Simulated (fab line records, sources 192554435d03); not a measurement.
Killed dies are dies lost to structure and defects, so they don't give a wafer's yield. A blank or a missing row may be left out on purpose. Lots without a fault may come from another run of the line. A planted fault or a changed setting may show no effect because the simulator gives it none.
Split-lot experiment | flow n5_finfet | 7 lots, 21 wafers read, on a route of 1938 steps

THE SPLIT
At N5_BEOL_M14_EXPOSE_25 (exposes mask M14, target cd 280 nm), the setting dose_mj was moved away from the recipe's 26.6 on 10 of the 21 wafers read, by -5.2% to +5.8%. The other wafers ran this setting at the recipe's value.

FROM THE SPLIT TO THE READING: what the file shows between them, 3 steps
- N5_BEOL_M14_PEB_26: peb time 90 s
- N5_BEOL_M14_DEVELOP_27: develop time 45 s
- N5_BEOL_M14_HARDBAKE_32: time 120 s

THE READING
cd_nm, in nm, at N5_BEOL_M14_CD_MEAS_28 (target cd 284.4 nm). Fault-free wafers of this fab line usually give 285.7 nm, standard deviation 1.9 nm.

wafer  | tool, chamber at the split | dose_mj as run | against the recipe | cd_nm, nm | against lot-mates on the recipe
L081.3 | krf_scanner-02, 0          | 26.6           | recipe             | 285.0     | -
L081.4 | krf_scanner-02, 0          | 26.6           | recipe             | 288.8     | -
L081.5 | krf_scanner-02, 0          | 26.6           | recipe             | 285.9     | -
L082.1 | krf_scanner-01, 0          | 28.13          | +5.8%              | 295.9     | +9.1
L082.2 | krf_scanner-01, 0          | 26.6           | recipe             | 286.8     | -
L082.5 | krf_scanner-01, 0          | 28.13          | +5.8%              | 295.5     | +8.7
L091.2 | krf_scanner-01, 0          | 25.23          | -5.2%              | 274.2     | -10.7
L091.5 | krf_scanner-01, 0          | 25.23          | -5.2%              | 274.8     | -10.1
L091.6 | krf_scanner-01, 0          | 26.6           | recipe             | 284.9     | -
L087.3 | krf_scanner-01, 0          | 26.6           | recipe             | 287.7     | -
L087.4 | krf_scanner-01, 0          | 27.9           | +4.9%              | 294.3     | +6.6
L087.5 | krf_scanner-01, 0          | 27.9           | +4.9%              | 297.4     | +9.7
L089.2 | krf_scanner-01, 0          | 27.54          | +3.5%              | 288.9     | +5.4
L089.4 | krf_scanner-01, 0          | 26.6           | recipe             | 283.5     | -
L089.6 | krf_scanner-01, 0          | 27.54          | +3.5%              | 287.5     | +4.0
L093.1 | krf_scanner-01, 0          | 26.6           | recipe             | 287.0     | -
L093.3 | krf_scanner-01, 0          | 27.98          | +5.2%              | 295.2     | +8.2
L093.5 | krf_scanner-01, 0          | 27.98          | +5.2%              | 295.8     | +8.8
L097.1 | krf_scanner-01, 0          | 26.6           | recipe             | 286.1     | -
L097.5 | krf_scanner-01, 0          | 26.6           | recipe             | 289.3     | -
L097.6 | krf_scanner-01, 0          | 26.6           | recipe             | 287.2     | -

THE FIT
A straight line over all 21 wafers: cd_nm changes by +1.83 nm for each +1% of dose_mj; r = +0.94; the points scatter about the line by 2.1 nm.
The same after taking each lot's own level away (the mean of its wafers on the recipe; 21 wafers): +1.72 nm for each +1%; r = +0.98; scatter 1.2 nm.
On that fit, the largest move of dose_mj shifts the reading by 9.9 nm.
The lots' own levels span 283.50 to 287.70 nm, that is 2.2 times the standard deviation above.
So the lot-to-lot level changes the slope little: the two slopes agree.
Check: with one of the wafers moved furthest among these (+5.8%) left out of the fit, the line predicts +9.52 nm for it against its lot-mates. It came out at +9.1 nm against them.

OTHER SPLITS ON THESE WAFERS
These wafers also went through other splits before the reading. Each is held against what the fit with the lots' levels taken away leaves over:
other split on the same wafers | wafers away from the commonest value | r with cd_nm (lot level and that fit taken away)
N5_BEOL_M8_COAT_22 spin_rpm    | 4                                    | +0.13
N5_BEOL_M9_EXPOSE_08 dose_mj   | 6                                    | +0.18

THE WHOLE CHAIN: every reading that the file lists as answering this split, in the file's order
step                   | what it does                                           | reading                                                         | change (the file's fit)              | r (the file's)
N5_BEOL_M14_CD_MEAS_28 | target cd 284.4 nm                                     | cd_nm                                                           | +1.66 nm for each +1% of the setting | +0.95
N5_BEOL_M14_DESCUM_33  | chemistry O2, time 7.9 s                               | BEOL_M14.cd_nm (the simulator's own value, which no gauge read) | +1.65 nm for each +1% of the setting | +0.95
N5_BEOL_M14_ETCH_67    | etches SiARC in CF4, target depth 143 nm, time 238.3 s | BEOL_M14.cd_nm (the simulator's own value, which no gauge read) | +1.7 nm for each +1% of the setting  | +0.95

THE FILE'S OWN FIT
cd_nm changes by +1.66 nm for each +1% of dose_mj, r = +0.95.
